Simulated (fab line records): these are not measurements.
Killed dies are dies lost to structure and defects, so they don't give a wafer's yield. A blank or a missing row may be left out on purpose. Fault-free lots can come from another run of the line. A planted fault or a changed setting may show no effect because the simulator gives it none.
fab line records	flow n5-finfet
[record] lots = 10	wafers = 30	last-day = 18
route steps=1938 shown WELL_APT@28 PMOS_HMC_CHANNEL_EPI@68 BEOL_M4@1111
lots with no fault: from the same line, run without faults
start-h: hours from the record's opening day to when the first of the lot's shown wafers began	wait-h: hours elapsed since this lot's preceding step	" repeats the value in the row above	L1.1+2: several wafers, shown together as one row	- no value, or no start given	* or withheld: withheld	< > ~ a bound
route shown NAME@n: a module of which the file shows steps, and the number in the route of the first	usual: the fault-free wafers' mean and standard deviation	same: alike in all rows	chamber/n: place in a boat	sites: each site's reading	_std_site: how widely they spread, as a standard deviation	_edge_site: outer sites' mean less inner sites'	radius-mm: for every site, how far away it sits from the centre of the wafer	mask NAME#n: copy n	behind: the most recent tool/chamber to have shaped the wafer	hold: why the lot went on hold/how many hours it stayed there/how the hold came to an end	device: whichever transistor did not switch (one of n, p or np)	end of line: the same wafers' tests at the end of the route	a step with no rows: only its recipe	killed: at the first sort, the dies lost to defects and structure; wafer yield is something else	map: a wafer's dies, x killed, . not, _ none there
set.NAME: setting as actually run; set.NAME@STEP: the setting as run at that earlier step	model.NAME: the simulator's own value behind a step, which no gauge read
steps of the route over a sample of lots; a table a step, a row a wafer
services: the hour from which a tool's chamber was out of use, counted from the record's first day as start-h (under 0 if before that day), plus the number of hours and why
[[steps]]
[step N5_WELL_APT_CD_MEAS_08]
[recipe] target-cd-nm = 200	landing-energy-ev = 500	detector = se-inlens
[usual] cd-nm = 200.7/1.7
lot.wafer	tool	chamber	start-h	wait-h	cd-nm
L157.1	cd-sem-02	0	19.74	-	200.3
L157.3	"	0	"	"	201.1
L157.5	"	0	"	"	200.6
L161.2	cd-sem-03	0	43.84	-	198.2
L161.3	"	0	"	"	198.9
L161.6	"	0	"	"	199.8
L163.1	cd-sem-01	0	55.81	-	200.0
L163.3	"	0	"	"	198.3
L163.6	"	0	"	"	200.2
L168.1	cd-sem-03	0	85.77	-	201.1
L168.2	"	0	"	"	200.0
L168.3	"	0	"	"	203.0
L172.2	cd-sem-02	0	109.68	-	202.8
L172.4	"	0	"	"	202.2
L172.6	"	0	"	"	201.6
L173.2	cd-sem-01	0	115.83	-	202.8
L173.4	"	0	"	"	204.1
L173.5	"	0	"	"	203.2
L174.1	cd-sem-03	0	121.61	-	201.3
L174.2	"	0	"	"	201.1
L174.5	"	0	"	"	202.3
L176.3	cd-sem-02	0	133.96	-	198.6
L176.4	"	0	"	"	203.2
L176.5	"	0	"	"	200.1
L178.2	cd-sem-01	0	146.25	-	202.1
L178.4	"	0	"	"	201.7
L178.6	"	0	"	"	203.3
L179.2	cd-sem-01	0	151.61	-	201.7
L179.3	"	0	"	"	199.5
L179.5	"	0	"	"	200.4
[step N5_WELL_APT_IMPLANT_14]
[recipe] species = P	energy-kev = 160	dose-cm2 = 1.5e+13	tilt-deg = 0	rotation-deg = 0
[usual] dose-ions-cm2 = 1.5002e+13/1.6e+10	faraday-current-uA = 190/3.6
lot.wafer	tool	chamber	start-h	wait-h	dose-ions-cm2	faraday-current-uA
L157.1	implanter-02	0	19.93	0.1	1.5029e+13	185
L157.3	"	0	"	"	1.5019e+13	188
L157.5	"	0	"	"	1.5001e+13	185
L161.2	implanter-02	0	44.06	0.1	1.4999e+13	195
L161.3	"	0	"	"	1.5014e+13	188
L161.6	"	0	"	"	1.5001e+13	196
L163.1	implanter-01	0	56.01	0.1	1.5016e+13	191
L163.3	"	0	"	"	1.5039e+13	191
L163.6	"	0	"	"	1.5006e+13	192
L168.1	implanter-02	0	85.95	0.1	1.4992e+13	185
L168.2	"	0	"	"	1.5022e+13	194
L168.3	"	0	"	"	1.5e+13	190
L172.2	implanter-02	0	110.43	0.1	1.4964e+13	189
L172.4	"	0	"	"	1.4971e+13	195
L172.6	"	0	"	"	1.4963e+13	198
L173.2	implanter-02	0	116.21	0.1	1.2722e+13	158
L173.4	"	0	"	"	1.2696e+13	165
L173.5	"	0	"	"	1.2674e+13	162
L174.1	implanter-02	0	123.13	0.1	1.2691e+13	161
L174.2	"	0	"	"	1.271e+13	156
L174.5	"	0	"	"	1.2692e+13	158
L176.3	implanter-01	0	134.20	0.1	1.4978e+13	193
L176.4	"	0	"	"	1.4973e+13	189
L176.5	"	0	"	"	1.4966e+13	190
L178.2	implanter-01	0	146.47	0.1	1.4999e+13	195
L178.4	"	0	"	"	1.5008e+13	189
L178.6	"	0	"	"	1.4985e+13	193
L179.2	implanter-01	0	151.83	0.1	1.4999e+13	189
L179.3	"	0	"	"	1.4992e+13	197
L179.5	"	0	"	"	1.5036e+13	196
[step N5_WELL_APT_RTA_34]
[recipe] temp-c = 1000	time-s = 10	ambient = N2	idle-temp-c = 600	ramp-up-c-per-s = 150	ramp-down-c-per-s = 60	cool-to-c = 600
[usual] lamp-power-pct = 13.01/0.051	wafer_temp_C_max = 1003.7/1.1
lot.wafer	tool	chamber	start-h	wait-h	lamp-power-pct	wafer_temp_C_max
L157.1	rtp-anneal-01	0	22.13	0.0	13.05	1002.8
L157.3	"	0	"	"	13.01	1003.3
L157.5	"	0	"	"	13.02	1003.3
L161.2	rtp-anneal-02	0	46.34	0.0	13.01	1002.7
L161.3	"	0	"	"	13.02	1004.3
L161.6	"	0	"	"	13.05	1003.7
L163.1	rtp-anneal-02	0	57.93	0.0	13.00	1005.1
L163.3	"	0	"	"	13.01	1003.8
L163.6	"	0	"	"	12.98	1004.6
L168.1	rtp-anneal-01	0	88.07	0.0	12.99	1004.2
L168.2	"	0	"	"	13.01	1004.8
L168.3	"	0	"	"	12.99	1003.9
L172.2	rtp-anneal-02	0	112.76	0.1	13.01	1003.5
L172.4	"	0	"	"	13.06	1002.9
L172.6	"	0	"	"	13.08	1006.8
L173.2	rtp-anneal-02	0	118.02	0.0	12.99	1004.0
L173.4	"	0	"	"	12.96	1002.7
L173.5	"	0	"	"	13.08	1002.1
L174.1	rtp-anneal-02	0	125.74	0.0	13.01	1005.0
L174.2	"	0	"	"	12.94	1004.1
L174.5	"	0	"	"	13.06	1005.2
L176.3	rtp-anneal-02	0	135.97	0.1	13.02	1002.4
L176.4	"	0	"	"	12.96	1002.2
L176.5	"	0	"	"	12.93	1002.4
L178.2	rtp-anneal-01	0	148.37	0.1	13.07	1003.2
L178.4	"	0	"	"	12.91	1001.8
L178.6	"	0	"	"	12.91	1003.7
L179.2	rtp-anneal-02	0	154.36	0.0	12.94	1006.4
L179.3	"	0	"	"	13.01	1004.2
L179.5	"	0	"	"	13.02	1003.5
[step N5_PMOS_HMC_CHANNEL_EPI_DESCUM_14]
[recipe] chemistry = O2	time-s = 7.9	source-power-w = 50	bias-power-w = 20	pressure-mtorr = 20	rf-frequency-hz = 2.712e+07	temp-c = 40	resist = CAR-ArF-block	o2-flow-sccm = 225
[usual] drypump-motor-current-A = 5.79/0.27	oes-product-au = 0.80/0.095	rf-vpp-V = 243.7/1.3	showerhead-plenum-p-Torr = 2.12/0.075	throttle-valve-pct = 20.36/0.27
lot.wafer	tool	chamber	start-h	wait-h	drypump-motor-current-A	oes-product-au	rf-hours-counter-h	rf-vpp-V	showerhead-plenum-p-Torr	throttle-valve-pct
L157.1	rie-diel-05	2	23.53	0.0	6.05	0.75	152	243.2	1.99	20.50
L157.3	"	0	"	"	5.64	0.71	206	243.8	2.15	20.10
L157.5	"	0	"	"	5.64	0.71	-	244.6	2.15	20.10
L161.2	rie-diel-05	2	48.26	0.5	6.05	0.75	156	241.6	1.99	20.50
L161.3	"	0	"	"	5.65	0.70	214	243.3	2.14	20.10
L161.6	"	0	"	"	5.64	0.70	-	242.9	2.14	20.12
L163.1	rie-diel-05	2	59.20	0.0	6.09	0.73	159	241.1	1.99	20.51
L163.3	"	3	"	"	5.64	0.66	241	243.8	2.13	20.55
L163.6	"	2	"	"	6.05	0.74	-	241.7	1.99	20.50
L168.1	rie-diel-06	2	89.79	0.2	5.85	0.77	140	243.2	2.10	20.59
L168.2	"	3	"	"	5.84	0.92	25	242.4	2.04	19.93
L168.3	"	1	"	"	5.40	0.78	127	245.8	2.20	20.50
L172.2	rie-diel-05	3	114.22	0.0	5.63	0.97	2	245.0	2.13	20.23
L172.4	"	1	"	"	5.92	0.72	186	244.0	2.19	20.86
L172.6	"	2	"	"	6.08	0.73	-	242.8	1.98	20.54
L173.2	rie-diel-05	2	119.41	0.0	6.07	0.73	178	241.3	1.98	20.54
L173.4	"	0	"	"	5.64	0.69	239	243.4	2.13	20.14
L173.5	"	1	"	"	5.92	0.73	-	244.2	2.19	20.84
L174.1	rie-diel-03	2	127.56	0.6	5.71	0.92	31	244.9	2.23	20.01
L174.2	"	1	"	"	6.32	0.73	147	244.2	2.19	20.13
L174.5	"	1	"	"	6.38	0.74	-	245.2	2.19	20.12
L176.3	rie-diel-03	1	137.21	0.0	6.31	0.74	150	246.0	2.19	20.13
L176.4	"	2	"	"	5.70	0.93	34	245.9	2.23	20.02
L176.5	"	0	"	"	5.62	0.95	-	244.7	2.16	20.34
L178.2	rie-diel-06	3	150.18	0.4	5.85	0.88	44	242.5	2.03	19.93
L178.4	"	1	"	"	5.42	0.78	145	244.4	2.19	20.53
L178.6	"	0	"	"	6.09	0.72	-	243.7	2.06	20.40
L179.2	rie-diel-05	1	155.95	0.0	5.90	0.71	199	244.6	2.18	20.88
L179.3	"	2	"	"	6.05	0.71	190	242.2	1.98	20.55
L179.5	"	3	"	"	5.63	0.91	-	244.9	2.12	20.29
[step N5_BEOL_M4_RC_MEAS_101]
[usual] DIBL_N = 36.0/2	DIBL_P = 36.2/2.2	IOFF_N = 0.16/0.034	IOFF_P = 0.21/0.04	ION_N = 675/12	ION_P = 463/7.2	RS_NWELL = 1037/5.8	SS_N = 71.6/0.6	SS_P = 73.3/0.67	VT_N = 250/3	VT_P = -251/3.4
lot.wafer	tool	chamber	start-h	wait-h	DIBL_N[mV/V]	DIBL_P[mV/V]	IOFF_N[nA/um]	IOFF_P[nA/um]	ION_N[uA/um]	ION_P[uA/um]	RS_NWELL[ohm/sq]	SS_N[mV/dec]	SS_P[mV/dec]	VT_N[mV]	VT_P[mV]
L157.1	prober-01	0	178.60	0.0	38.6	39.1	0.22	0.26	692	468	1031	71.6	73.7	248	-250
L157.3	"	0	"	"	37.0	37.7	0.19	0.24	684	467	1031	71.2	73.8	246	-248
L157.5	"	0	"	"	36.2	36.8	0.18	0.22	683	464	1034	71.8	73.9	245	-250
L161.2	prober-02	0	215.35	0.2	34.2	32.2	0.12	0.14	656	450	1041	71.6	72.6	253	-257
L161.3	"	0	"	"	31.3	29.9	0.10	0.12	651	447	1027	70.8	72.2	254	-256
L161.6	"	0	"	"	34.5	33.6	0.13	0.16	661	454	1050	70.8	72.6	250	-257
L163.1	prober-01	0	217.68	0.0	38.6	39.9	0.24	0.29	697	474	1043	72.4	74.3	242	-245
L163.3	"	0	"	"	36.6	37.6	0.20	0.25	680	462	1047	71.6	73.6	245	-248
L163.6	"	0	"	"	37.7	38.0	0.22	0.26	693	470	1037	72.3	73.6	245	-248
L168.1	prober-01	0	245.20	0.0	37.9	39.9	0.20	0.28	682	468	1040	72.1	74.6	244	-246
L168.2	"	0	"	"	37.9	39.9	0.20	0.29	694	481	1037	72.4	73.7	245	-246
L168.3	"	0	"	"	35.4	36.6	0.16	0.24	678	470	1040	71.5	73.3	248	-248
L172.2	prober-01	0	269.60	0.2	37.9	38.1	0.19	0.26	691	474	1035	72.3	73.6	248	-245
L172.4	"	0	"	"	37.9	37.8	0.19	0.26	697	472	1042	72.0	73.1	245	-245
L172.6	"	0	"	"	36.9	36.9	0.17	0.23	681	464	1041	71.6	73.2	248	-249
L173.2	prober-02	0	279.87	0.2	34.0	35.0	0.12	0.19	664	466	1138	70.8	73.1	256	-253
L173.4	"	0	"	"	35.0	35.1	0.13	0.19	669	453	1136	71.7	73.5	253	-253
L173.5	"	0	"	"	33.0	33.5	0.11	0.17	653	459	1132	70.2	72.1	256	-252
L176.3	prober-02	0	309.24	0.3	38.0	38.2	0.18	0.23	675	462	1029	71.4	74.1	250	-248
L176.4	"	0	"	"	38.9	39.1	0.20	0.27	683	470	1025	72.0	74.2	248	-247
L176.5	"	0	"	"	38.2	38.4	0.18	0.23	682	469	1037	72.5	74.7	248	-247
L178.2	prober-01	0	311.77	0.2	39.8	39.3	0.24	0.29	696	470	1031	72.4	74.2	243	-246
L178.4	"	0	"	"	35.9	36.6	0.17	0.23	690	464	1038	71.0	72.5	247	-247
L178.6	"	0	"	"	35.3	35.1	0.15	0.21	669	467	1035	71.4	72.7	251	-252
L174.1	prober-01	0	312.55	0.7	33.4	32.6	0.12	0.18	668	465	1136	70.8	72.4	254	-252
L174.2	"	0	"	"	39.1	40.0	0.22	0.32	695	480	1142	72.0	74.7	245	-243
L174.5	"	0	"	"	38.7	39.9	0.21	0.30	685	468	1147	72.5	74.8	247	-247
L179.2	prober-01	0	317.14	0.2	34.0	33.6	0.12	0.18	669	459	1031	71.1	73.0	253	-252
L179.3	"	0	"	"	35.2	34.5	0.14	0.19	666	456	1036	71.7	73.5	252	-254
L179.5	"	0	"	"	35.9	34.8	0.15	0.19	673	456	1023	71.7	72.7	250	-253
[[services]]
tool	chamber	start-h	hours	kind
rie-diel-03	2	-1.96	-	clean
rie-diel-03	2	-1.96	-	consumable-replace:focus-ring
rie-diel-03	2	-1.96	-	consumable-replace:showerhead
rie-diel-03	2	-1.96	17.3	scheduled-down
implanter-02	-	15.37	1.3	repair
rtp-anneal-01	-	28.38	2.8	pm
rie-diel-05	2	35.38	8.6	repair
rie-diel-05	-	46.87	0.3	repair
implanter-01	-	53.07	2.1	repair
rie-diel-05	2	72.79	5.3	repair
implanter-02	-	78.21	3.9	pm
rie-diel-05	3	85.04	-	clean
rie-diel-05	3	85.04	-	consumable-replace:focus-ring
rie-diel-05	3	85.04	23.4	scheduled-down
rie-diel-05	3	85.04	23.4	vent-cycle
rie-diel-06	0	85.75	15.1	repair
rie-diel-06	2	92.67	2.6	repair
implanter-01	-	105.11	11.3	repair
rie-diel-03	2	120.54	4.1	repair
rtp-anneal-02	-	144.60	0.8	pm
rie-diel-05	0	154.46	-	clean
rie-diel-05	0	154.46	-	consumable-replace:focus-ring
rie-diel-05	0	154.46	21.4	scheduled-down
rie-diel-05	0	154.46	21.4	vent-cycle
[[key]]
[first-sign] step = N5_WELL_APT_IMPLANT_14	reading = dose-ions-cm2	direction = down	sigmas = 99+	usual = 1.5002e+13	struck = 1.2697e+13
[effect] step = N5_WELL_APT_IMPLANT_14	reading = faraday-current-uA	direction = down	sigmas = 8.3	usual = 190	struck = 160
[effect] step = N5_BEOL_M4_RC_MEAS_101	reading = RS_NWELL	direction = up	sigmas = 18	usual = 1037	struck = 1138
met-at N5_WELL_APT_IMPLANT_14
struck-lots L173,L174
not-acting-at N5_WELL_APT_CD_MEAS_08,N5_WELL_APT_RTA_34,N5_PMOS_HMC_CHANNEL_EPI_DESCUM_14
onset-between 110.43 116.21
[fault] kind = process-parameter-drift	tool = implanter-02	chamber = -	onset-h = 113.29	steps = N5_WELL_APT_IMPLANT_14	channel = dose-cm2	offset = -2.2932e+12	shape = step	end-h = 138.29	acts-in = these-recipes-only	stated = 1.5e+13
